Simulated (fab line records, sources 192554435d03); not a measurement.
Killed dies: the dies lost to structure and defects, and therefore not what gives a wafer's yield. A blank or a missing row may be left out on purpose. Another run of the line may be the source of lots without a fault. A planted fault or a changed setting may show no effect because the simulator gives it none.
fab line records + flow n5_finfet
record
- lots=11
- wafers=33
- last_day=17
route steps=1938 shown BEOL_M14@1772 BEOL_M15@1790 TV_OPEN@1887 PASSIVATION@1936
lots that met no fault: taken from a fault-free run of the same line
start_h: the number of hours between the record's first day and the start of the first shown wafer of the lot + wait_h: time in hours since the lot's previous step + " identical to the entry in the row above + L1.1+2: a row that stands for several wafers + - no value, or no start was given + * or withheld: withheld + < > ~ a bound
route shown NAME@n: NAME is a module with steps in the file, n the number in the route of the first one + usual: mean/standard deviation of fault-free wafers + same: alike in all rows + chamber/n: place in a boat + sites: readings site by site + _std_site: the values' standard deviation + _edge_site: inner sites' mean taken away from outer sites' mean + radius_mm: how far each site lies from the wafer's centre + mask NAME#n: copy n + behind: the last tool/chamber to shape the wafer + hold: the reason the lot was held/the length of the hold in hours/how it ended + device: the transistor (n, p or np) that didn't switch + end of line: the tests these same wafers got at the end of their route + for a step that has no rows: nothing shown but its recipe + killed: at the first sort, the dies lost to defects and structure; wafer yield is something else + map: shows each die of a wafer: x if killed, . if not, _ if none is there
set.NAME: the setting the step ran with; set.NAME@STEP: the setting that earlier step ran with + model.NAME: the simulator's own value behind a step, which no gauge read
a sample of lots followed through the steps of the route, with each step as a table and each wafer as a row
services: when a tool's chamber went out of use (start_h, in hours from the record's first day, below 0 if earlier), for how many hours, and the reason
## steps
# step N5_BEOL_M14_INSPECT_55
# recipe
- inspect_instrument=darkfield
- mode=post_dep
# usual
- raw_defect_count=63/23
| lot.wafer | tool              | chamber | start_h | wait_h | raw_defect_count |
|-----------|-------------------|---------|---------|--------|------------------|
| L130.1    | defect_inspect-02 | -       | 262.99  | 0.0    | 71               |
| L130.3    | "                 | -       | "       | "      | 39               |
| L130.5    | "                 | -       | "       | "      | 70               |
| L131.2    | defect_inspect-01 | -       | 276.04  | 0.0    | 62               |
| L131.3    | "                 | -       | "       | "      | 72               |
| L131.5    | "                 | -       | "       | "      | 30               |
| L132.3    | defect_inspect-01 | -       | 281.54  | 0.0    | 62               |
| L132.5    | "                 | -       | "       | "      | 71               |
| L132.6    | "                 | -       | "       | "      | 49               |
| L133.2    | defect_inspect-02 | -       | 285.74  | 0.0    | 57               |
| L133.4    | "                 | -       | "       | "      | 33               |
| L133.6    | "                 | -       | "       | "      | 65               |
| L134.2    | defect_inspect-01 | -       | 305.17  | 0.0    | 47               |
| L134.3    | "                 | -       | "       | "      | 31               |
| L134.6    | "                 | -       | "       | "      | 53               |
| L136.1    | defect_inspect-01 | -       | 307.71  | 0.0    | 47               |
| L136.3    | "                 | -       | "       | "      | 35               |
| L136.6    | "                 | -       | "       | "      | 56               |
| L142.1    | defect_inspect-01 | -       | 348.90  | 0.0    | 43               |
| L142.4    | "                 | -       | "       | "      | 36               |
| L142.5    | "                 | -       | "       | "      | 41               |
| L147.1    | defect_inspect-01 | -       | 369.96  | 0.0    | 102              |
| L147.2    | "                 | -       | "       | "      | 84               |
| L147.6    | "                 | -       | "       | "      | 52               |
| L149.1    | defect_inspect-01 | -       | 373.78  | 0.0    | 78               |
| L149.5    | "                 | -       | "       | "      | 95               |
| L149.6    | "                 | -       | "       | "      | 131              |
| L151.2    | defect_inspect-02 | -       | 390.21  | 0.0    | 65               |
| L151.3    | "                 | -       | "       | "      | 75               |
| L151.5    | "                 | -       | "       | "      | 55               |
| L150.1    | defect_inspect-01 | -       | 390.33  | 0.0    | 47               |
| L150.2    | "                 | -       | "       | "      | 58               |
| L150.4    | "                 | -       | "       | "      | 69               |
# step N5_BEOL_M15_STRIP_64
# recipe
- chemistry=O2
- power_w=600
- temp_c=60
- pressure_mtorr=30
- rf_frequency_hz=6e+07
- bias_power_w=0
- overash_fraction=0.3
- o2_flow_sccm=225
# usual
- drypump_motor_current_A=5.6/0.46
- oes_product_au=0.81/0.094
- rf_vpp_V=3.6/0.48
- showerhead_plenum_p_Torr=2.10/0.09
- throttle_valve_pct=16.65/0.23
| lot.wafer | tool        | chamber | start_h | wait_h | drypump_motor_current_A | oes_product_au | rf_hours_counter_h | rf_vpp_V | showerhead_plenum_p_Torr | throttle_valve_pct |
|-----------|-------------|---------|---------|--------|-------------------------|----------------|--------------------|----------|--------------------------|--------------------|
| L130.1    | rie_diel-04 | 0       | -       | -      | 5.3                     | 0.75           | 199                | 3.5      | 2.18                     | 16.86              |
| L130.3    | "           | 0       | "       | "      | 5.3                     | 0.74           | -                  | 4.3      | 2.18                     | 16.87              |
| L130.5    | "           | 0       | "       | "      | 5.3                     | 0.74           | -                  | 3.0      | 2.18                     | 16.86              |
| L131.2    | rie_diel-06 | 0       | -       | -      | 5.6                     | 0.71           | 221                | 4.1      | 2.16                     | 16.96              |
| L131.3    | "           | 2       | "       | "      | 4.8                     | 0.87           | 42                 | 3.1      | 2.21                     | 16.46              |
| L131.5    | "           | 3       | "       | "      | 6.2                     | 0.93           | -                  | 2.7      | 2.08                     | 16.50              |
| L132.3    | rie_diel-01 | 0       | -       | -      | 6.2                     | 0.69           | 227                | 3.3      | 1.98                     | 17.05              |
| L132.5    | "           | 0       | "       | "      | 6.2                     | 0.69           | -                  | 3.5      | 1.98                     | 17.04              |
| L132.6    | "           | 1       | "       | "      | 6.4                     | 0.74           | -                  | 3.9      | 2.09                     | 16.98              |
| L133.2    | rie_diel-06 | 1       | -       | -      | 5.5                     | 0.75           | 159                | 3.8      | 1.91                     | 16.47              |
| L133.4    | "           | 2       | "       | "      | 4.8                     | 0.86           | 45                 | 3.7      | 2.21                     | 16.47              |
| L133.6    | "           | 2       | "       | "      | 4.8                     | 0.86           | -                  | 3.7      | 2.21                     | 16.47              |
| L134.2    | rie_diel-04 | 1       | -       | -      | 5.4                     | 1.01           | 2                  | 3.3      | 2.14                     | 16.72              |
| L134.3    | "           | 0       | "       | "      | 5.3                     | 0.72           | 216                | 4.3      | 2.17                     | 16.89              |
| L134.6    | "           | 2       | "       | "      | 5.8                     | 0.81           | -                  | 3.7      | 2.13                     | 16.67              |
| L136.1    | rie_diel-04 | 2       | -       | -      | 5.9                     | 0.80           | 96                 | 3.1      | 2.13                     | 16.64              |
| L136.3    | "           | 3       | "       | "      | 6.0                     | 0.91           | 14                 | 3.7      | 2.13                     | 16.26              |
| L136.6    | "           | 2       | "       | "      | 5.9                     | 0.79           | -                  | 3.2      | 2.13                     | 16.67              |
| L142.1    | rie_diel-01 | 1       | -       | -      | 6.4                     | 0.72           | 218                | 4.0      | 2.09                     | 16.99              |
| L142.4    | "           | 2       | "       | "      | 5.1                     | 0.74           | -                  | 4.3      | 2.16                     | 16.77              |
| L142.5    | "           | 1       | "       | "      | 6.4                     | 0.72           | -                  | 3.1      | 2.08                     | 17.00              |
| L147.1    | rie_diel-06 | 3       | -       | -      | 6.2                     | 0.86           | 37                 | 4.1      | 2.06                     | 16.57              |
| L147.2    | "           | 1       | "       | "      | 5.5                     | 0.72           | 186                | 4.4      | 1.90                     | 16.53              |
| L147.6    | "           | 1       | "       | "      | 5.5                     | 0.73           | -                  | 4.1      | 1.90                     | 16.50              |
| L149.1    | rie_diel-04 | 1       | -       | -      | 5.4                     | 0.95           | 21                 | 4.2      | 2.13                     | 16.76              |
| L149.5    | "           | 1       | "       | "      | 5.4                     | 0.94           | -                  | 3.8      | 2.13                     | 16.77              |
| L149.6    | "           | 0       | "       | "      | 5.4                     | 0.70           | -                  | 2.9      | 2.16                     | 16.93              |
| L151.2    | rie_diel-04 | 1       | -       | -      | 5.5                     | 0.94           | 26                 | 3.2      | 2.13                     | 16.76              |
| L151.3    | "           | 3       | "       | "      | 6.1                     | 0.85           | 40                 | 3.9      | 2.12                     | 16.29              |
| L151.5    | "           | 1       | "       | "      | 5.4                     | 0.93           | -                  | 3.6      | 2.13                     | 16.77              |
| L150.1    | rie_diel-06 | 0       | -       | -      | 5.6                     | 0.97           | 3                  | 3.0      | 2.15                     | 16.57              |
| L150.2    | "           | 3       | "       | "      | 6.2                     | 0.86           | 44                 | 3.5      | 2.06                     | 16.60              |
| L150.4    | "           | 0       | "       | "      | 5.6                     | 0.97           | -                  | 2.6      | 2.15                     | 16.57              |
# step N5_BEOL_M15_INSPECT_30
# recipe
- mode=adi
- inspect_instrument=macro
# usual
- raw_defect_count=2.0/1.5
| lot.wafer | tool              | chamber | start_h | wait_h | raw_defect_count |
|-----------|-------------------|---------|---------|--------|------------------|
| L130.1    | defect_inspect-01 | -       | 267.07  | 0.0    | 1                |
| L130.3    | "                 | -       | "       | "      | 2                |
| L130.5    | "                 | -       | "       | "      | 0                |
| L131.2    | defect_inspect-02 | -       | 278.44  | 0.0    | 2                |
| L131.3    | "                 | -       | "       | "      | 2                |
| L131.5    | "                 | -       | "       | "      | 1                |
| L132.3    | defect_inspect-01 | -       | 283.77  | 0.0    | 0                |
| L132.5    | "                 | -       | "       | "      | 4                |
| L132.6    | "                 | -       | "       | "      | 2                |
| L133.2    | defect_inspect-02 | -       | 288.05  | 0.0    | 5                |
| L133.4    | "                 | -       | "       | "      | 3                |
| L133.6    | "                 | -       | "       | "      | 2                |
| L134.2    | defect_inspect-01 | -       | 307.77  | 0.0    | 1                |
| L134.3    | "                 | -       | "       | "      | 1                |
| L134.6    | "                 | -       | "       | "      | 3                |
| L136.1    | defect_inspect-02 | -       | 309.94  | 0.0    | 4                |
| L136.3    | "                 | -       | "       | "      | 1                |
| L136.6    | "                 | -       | "       | "      | 2                |
| L142.1    | defect_inspect-01 | -       | 351.71  | 0.0    | 1                |
| L142.4    | "                 | -       | "       | "      | 2                |
| L142.5    | "                 | -       | "       | "      | 3                |
| L147.1    | defect_inspect-02 | -       | 372.92  | 0.0    | 2                |
| L147.2    | "                 | -       | "       | "      | 2                |
| L147.6    | "                 | -       | "       | "      | 0                |
| L149.1    | defect_inspect-01 | -       | 375.89  | 0.0    | 0                |
| L149.5    | "                 | -       | "       | "      | 1                |
| L149.6    | "                 | -       | "       | "      | 2                |
| L151.2    | defect_inspect-02 | -       | 392.59  | 0.0    | 0                |
| L151.3    | "                 | -       | "       | "      | 0                |
| L151.5    | "                 | -       | "       | "      | 1                |
| L150.1    | defect_inspect-01 | -       | 393.42  | 0.0    | 3                |
| L150.2    | "                 | -       | "       | "      | 5                |
| L150.4    | "                 | -       | "       | "      | 3                |
# step N5_PASSIVATION_PASS_ETCH_74
# recipe
- chemistry=CF4/O2
- target=SiNx
- target_depth_a=2200
- time_s=110
- ion_energy_ev=100
- pressure_mtorr=40
- source_w=535
- bias_w=49
- Ar_flow_sccm=100
- cf4_flow_sccm=100
- O2_flow_sccm=10
# usual
- drypump_motor_current_A=5.7/0.45
- oes_product_au=0.81/0.093
- rf_vpp_V=241/3.7
- showerhead_plenum_p_Torr=2.21/0.084
- throttle_valve_pct=15.97/0.22
# same
- time_s=110
| lot.wafer | tool        | chamber | start_h | wait_h | drypump_motor_current_A | oes_product_au | rf_hours_counter_h | rf_vpp_V | showerhead_plenum_p_Torr | throttle_valve_pct |
|-----------|-------------|---------|---------|--------|-------------------------|----------------|--------------------|----------|--------------------------|--------------------|
| L130.1    | rie_diel-04 | 2       | 278.74  | 0.0    | 5.9                     | 0.81           | 85                 | 234      | 2.23                     | 15.89              |
| L130.3    | "           | 3       | "       | "      | 6.1                     | 0.95           | 3                  | 241      | 2.27                     | 15.66              |
| L130.5    | "           | 3       | "       | "      | 6.0                     | 0.95           | -                  | 239      | 2.27                     | 15.66              |
| L131.2    | rie_diel-04 | 2       | 290.42  | 0.0    | 5.8                     | 0.81           | 89                 | 235      | 2.23                     | 15.90              |
| L131.3    | "           | 0       | "       | "      | 5.3                     | 0.72           | 211                | 246      | 2.27                     | 16.14              |
| L131.5    | "           | 0       | "       | "      | 5.3                     | 0.72           | -                  | 247      | 2.27                     | 16.13              |
| L132.3    | rie_diel-04 | 2       | 294.67  | 0.0    | 5.9                     | 0.80           | 91                 | 234      | 2.23                     | 15.90              |
| L132.5    | "           | 0       | "       | "      | 5.3                     | 0.72           | -                  | 247      | 2.27                     | 16.13              |
| L132.6    | "           | 3       | "       | "      | 6.0                     | 0.93           | -                  | 239      | 2.26                     | 15.67              |
| L133.2    | rie_diel-06 | 3       | 301.91  | 0.0    | 6.1                     | 0.93           | 15                 | 239      | 2.16                     | 15.71              |
| L133.4    | "           | 2       | "       | "      | 4.8                     | 0.86           | 50                 | 241      | 2.33                     | 15.88              |
| L133.6    | "           | 2       | "       | "      | 4.8                     | 0.87           | -                  | 242      | 2.33                     | 15.89              |
| L134.2    | rie_diel-06 | 2       | 320.57  | 0.0    | 4.8                     | 0.85           | 56                 | 240      | 2.33                     | 15.91              |
| L134.3    | "           | 1       | "       | "      | 5.5                     | 0.74           | 170                | 243      | 2.03                     | 15.94              |
| L134.6    | "           | 0       | "       | "      | 5.6                     | 0.69           | -                  | 240      | 2.25                     | 16.27              |
| L136.1    | rie_diel-01 | 2       | 320.82  | 0.0    | 5.1                     | 0.72           | 178                | 240      | 2.30                     | 16.22              |
| L136.3    | "           | 0       | "       | "      | 6.2                     | 0.67           | 239                | 240      | 2.10                     | 16.44              |
| L136.6    | "           | 3       | "       | "      | 5.9                     | 0.96           | -                  | 246      | 2.18                     | 15.58              |
| L142.1    | rie_diel-04 | 0       | 371.14  | 0.0    | 5.3                     | 0.70           | 238                | 248      | 2.26                     | 16.19              |
| L142.4    | "           | 2       | "       | "      | 5.9                     | 0.77           | 116                | 234      | 2.22                     | 15.94              |
| L142.5    | "           | 0       | "       | "      | 5.3                     | 0.71           | -                  | 247      | 2.26                     | 16.18              |
| L147.1    | rie_diel-06 | 2       | 386.62  | 0.0    | 4.8                     | 0.83           | 78                 | 241      | 2.32                     | 15.91              |
| L147.2    | "           | 0       | "       | "      | 5.6                     | 0.95           | 2                  | 239      | 2.25                     | 15.83              |
| L147.6    | "           | 1       | "       | "      | 5.5                     | 0.72           | -                  | 243      | 2.03                     | 15.95              |
| L149.1    | rie_diel-01 | 0       | 391.05  | 0.0    | 6.2                     | 0.96           | 5                  | 243      | 2.35                     | 15.99              |
| L149.5    | "           | 2       | "       | "      | 5.1                     | 0.72           | -                  | 240      | 2.29                     | 16.24              |
| L149.6    | "           | 1       | "       | "      | 6.4                     | 0.71           | -                  | 243      | 2.18                     | 16.32              |
| L151.2    | rie_diel-01 | 0       | 400.95  | 0.0    | 6.2                     | 0.94           | 9                  | 244      | 2.35                     | 15.97              |
| L151.3    | "           | 3       | "       | "      | 5.9                     | 0.89           | 38                 | 246      | 2.17                     | 15.65              |
| L151.5    | "           | 2       | "       | "      | 5.1                     | 0.71           | -                  | 241      | 2.29                     | 16.27              |
| L150.1    | rie_diel-06 | 0       | 405.51  | 0.0    | 5.6                     | 0.94           | 8                  | 240      | 2.24                     | 15.84              |
| L150.2    | "           | 3       | "       | "      | 6.2                     | 0.86           | 49                 | 240      | 2.15                     | 15.78              |
| L150.4    | "           | 1       | "       | "      | 5.5                     | 0.72           | 193                | 244      | 2.03                     | 15.97              |
# step N5_PASSIVATION_PROBE_49
# usual
- defect_limited_yield=91.3/1.3
- killed_at_M0_to_M3=35/9.3
- killed_at_M4_up=14/5.2
- killed_at_contacts=12/5.9
- killed_at_front_end=38/11
- killed_at_other=4/3.7
- killed_dies=103/15
- killed_open=67/12
- killed_short=34/8
- sort_bin_5_function=5.1/0.88
- sort_bin_6_memory=3.3/0.65
- sort_n_pass=1077/15
- sort_yield_pct=91.3/1.3
# same
- gross_dies=1180
- killed_at_back_side=0
- sort_bin_4_leakage[%]=0
- sort_bin_8_speed[%]=0
| lot.wafer | tool      | chamber | start_h | wait_h | defect_limited_yield[%] | killed_at_M0_to_M3 | killed_at_M4_up | killed_at_contacts | killed_at_front_end | killed_at_other | killed_dies | killed_open | killed_short | sort_bin_5_function[%] | sort_bin_6_memory[%] | sort_n_pass | sort_yield_pct[%] |
|-----------|-----------|---------|---------|--------|-------------------------|--------------------|-----------------|--------------------|---------------------|-----------------|-------------|-------------|--------------|------------------------|----------------------|-------------|-------------------|
| L142.1    | prober-01 | -       | 380.60  | 0.0    | 82.1                    | 29                 | 13              | 4                  | 48                  | 117             | 211         | 70          | 27           | 11.9                   | 4.4                  | 969         | 82.1              |
| L142.4    | prober-01 | -       | 380.75  | 0.2    | 92.4                    | 21                 | 23              | 9                  | 37                  | 0               | 90          | 67          | 23           | 4.0                    | 3.6                  | 1090        | 92.4              |
| L142.5    | prober-01 | -       | 380.80  | 0.2    | 81.4                    | 49                 | 12              | 7                  | 39                  | 112             | 219         | 61          | 48           | 11.8                   | 4.7                  | 961         | 81.4              |
# killed by level:class
L142.1 TV_OPEN:unspecified=113 STI_FIN_REVEAL:geometric_particle:open=13 FIN_SAQP:geometric_particle:open=11 FIN_SAQP:geometric_particle:short=8 BEOL_M3:geometric_particle:open=8 BEOL_M1:geometric_particle:open=7 BEOL_M0_SAQP:geometric_particle:open=5 GATE_CUT:geometric_particle:open=5
L142.4 BEOL_M4:geometric_particle:open=11 STI_FIN_REVEAL:geometric_particle:open=7 MOL_CONTACT_COAG:geometric_particle:open=7 BEOL_M0_SAQP:geometric_particle:open=7 BEOL_M2:geometric_particle:open=6 FIN_SAQP:geometric_particle:open=5 GATE_CUT:geometric_particle:open=5 GATE_CUT:geometric_particle:short=4
L142.5 TV_OPEN:unspecified=110 BEOL_M0_SAQP:geometric_particle:short=18 BEOL_M2:geometric_particle:open=12 BEOL_M0_SAQP:geometric_particle:open=10 FIN_SAQP:geometric_particle:short=8 FIN_SAQP:geometric_particle:open=8 MOL_CONTACT_COAG:geometric_particle:open=6 GATE_CUT:geometric_particle:short=5
## services
| tool        | chamber | start_h | hours | kind                          |
|-------------|---------|---------|-------|-------------------------------|
| rie_diel-06 | 3       | 242.81  | -     | clean                         |
| rie_diel-06 | 3       | 242.81  | -     | consumable_replace:focus_ring |
| rie_diel-06 | 3       | 242.81  | 17.0  | scheduled_down                |
| rie_diel-06 | 3       | 242.81  | 17.0  | vent_cycle                    |
| rie_diel-01 | 2       | 244.51  | 16.5  | repair                        |
| rie_diel-04 | 3       | 251.21  | -     | clean                         |
| rie_diel-04 | 3       | 251.21  | -     | consumable_replace:focus_ring |
| rie_diel-04 | 3       | 251.21  | 22.0  | scheduled_down                |
| rie_diel-04 | 3       | 251.21  | 22.0  | vent_cycle                    |
| rie_diel-04 | 1       | 273.24  | -     | clean                         |
| rie_diel-04 | 1       | 273.24  | -     | consumable_replace:focus_ring |
| rie_diel-04 | 1       | 273.24  | 28.3  | scheduled_down                |
| rie_diel-04 | 1       | 273.24  | 28.3  | vent_cycle                    |
| rie_diel-06 | 0       | 287.07  | 4.0   | repair                        |
| rie_diel-01 | 1       | 288.75  | 1.8   | repair                        |
| rie_diel-01 | 2       | 333.70  | 4.4   | repair                        |
| rie_diel-01 | 3       | 341.29  | 5.2   | repair                        |
| rie_diel-01 | 1       | 352.93  | 1.8   | repair                        |
| rie_diel-04 | 1       | 357.76  | 5.1   | repair                        |
| rie_diel-06 | 0       | 368.32  | -     | clean                         |
| rie_diel-06 | 0       | 368.32  | -     | consumable_replace:focus_ring |
| rie_diel-06 | 0       | 368.32  | 10.8  | scheduled_down                |
| rie_diel-06 | 2       | 387.16  | 5.1   | repair                        |
| rie_diel-06 | 1       | 390.05  | 9.0   | repair                        |
## key
first_sign
- step=N5_PASSIVATION_PROBE_49
- reading=killed_at_other
- direction=up
- sigmas=30
- usual=4
- struck=114
effect
- step=N5_PASSIVATION_PROBE_49
- reading=defect_limited_yield
- direction=down
- sigmas=7.3
- usual=91.3
- struck=81.8
more_kills_born_at
- N5_PASSIVATION_PASS_ETCH_74@rie_diel-04=223
met_at N5_PASSIVATION_PASS_ETCH_74
struck_lots L142
struck_wafers L142.1,L142.5
not_acting_at N5_BEOL_M14_INSPECT_55,N5_BEOL_M15_STRIP_64,N5_BEOL_M15_INSPECT_30
onset_between 294.67 371.14
fault
- kind=chamber_particle_source
- tool=rie_diel-04
- chamber=0
- onset_h=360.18
- steps=N5_PASSIVATION_PASS_ETCH_74
- rate_per_visit_cm2=0.65903
- end_h=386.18
